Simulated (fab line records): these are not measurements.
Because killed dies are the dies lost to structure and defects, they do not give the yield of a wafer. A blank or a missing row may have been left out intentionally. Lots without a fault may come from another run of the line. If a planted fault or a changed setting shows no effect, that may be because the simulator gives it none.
Matching of chambers ; flow n5-finfet ; N5_FIN_SAQP_SPACER2_ALD_28 on ald-sin-03 has 4 sister chambers
The step deposits SiO2, target thk 8.1 nm, pulse time 1 s, purge time 2 s. 8 wafers are shown with their chamber, then 9 later ones without.

WAFERS, EACH WITH ITS CHAMBER
wafer;chamber;heater-power-outer-w (W);heater-power-w (W)
L078.4;0;284;539
L083.2;0;290;533
L087.3;1;362;601
L087.5;2;310;570
L087.6;3;279;476
L090.1;3;288;480
L090.4;1;356;601
L090.6;2;321;569

WAFERS WITH NO CHAMBER GIVEN
wafer;heater-power-outer-w (W);heater-power-w (W)
L091.1;362;609
L091.3;310;555
L091.5;280;470
L094.2;288;526
L094.4;306;570
L094.5;282;470
L097.2;280;475
L097.3;359;612
L097.5;362;594

EACH ONE'S CHAMBER
wafer;from the rows above;in truth
L091.1;1;1
L091.3;2;2
L091.5;3;3
L094.2;0;0
L094.4;2;2
L094.5;3;3
L097.2;3;3
L097.3;1;1
L097.5;1;1
Correctly placed: 9 of 9. From these rows, 0 cannot be placed. Number placed wrongly: 0.
How it was worked out, from the rows above alone: a wafer's distance from a chamber is the root of the sum, over the readings, of the square of ((its reading less the chamber's mean) divided by the reading's scatter). The wafer belongs to the nearest chamber; if the next one is less than 2 further off, it can't be placed. A chamber's mean is the mean of its shown wafers. The scatter: the root of (the sum of the squares of (reading less its chamber's mean) over the shown wafers, divided by (wafers less chambers)).
